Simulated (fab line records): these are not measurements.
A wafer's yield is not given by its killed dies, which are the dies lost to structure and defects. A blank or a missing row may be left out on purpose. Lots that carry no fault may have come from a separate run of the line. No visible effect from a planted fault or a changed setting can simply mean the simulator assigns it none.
Matching of chambers ; flow n5Finfet ; 4 sister chambers for N5_BEOL_M3_DESCUM_33 on rieDiel-02
The step chemistry O2, time 7 s. 4 wafers are shown with their chamber, then 11 later ones without.

## EACH WAFER AND ITS CHAMBER
wafer;chamber;showerheadPlenumPTorr (Torr)
L078.6;2;2.22
L089.2;1;2.04
L089.5;3;2.04
L092.1;0;2.08

## WAFERS WHOSE CHAMBER IS MISSING
wafer;showerheadPlenumPTorr (Torr)
L092.4;2.03
L092.6;2.03
L093.1;2.04
L093.2;2.03
L093.4;2.21
L095.3;2.04
L095.5;2.21
L095.6;2.03
L097.2;2.08
L097.3;2.21
L097.5;2.04

## WHICH CHAMBER EACH ONE RAN IN
wafer;from the rows above;in truth
L092.4;can't be placed: 1 or 3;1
L092.6;can't be placed: 1 or 3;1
L093.1;can't be placed: 1 or 3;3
L093.2;can't be placed: 1 or 3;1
L093.4;2;2
L095.3;can't be placed: 1 or 3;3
L095.5;2;2
L095.6;can't be placed: 1 or 3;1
L097.2;0;0
L097.3;2;2
L097.5;can't be placed: 1 or 3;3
Correct placement for 4 of the 11. Unplaceable from these rows: 7, with the true chamber sitting among the candidates in 7. 0 placed wrongly.
How it was worked out, from the rows above alone: a wafer's distance from a chamber is the root of the sum, over the readings, of the square of ((its reading less the chamber's mean) divided by the reading's scatter). If the next closest chamber is less than 2 further off than the closest, the wafer can't be placed; otherwise it belongs to the closest. The mean given for a chamber averages the wafers shown for that chamber. The scatter: with one shown wafer a chamber, the root of the mean of the squares of how far each hidden wafer lies from its nearest shown one.
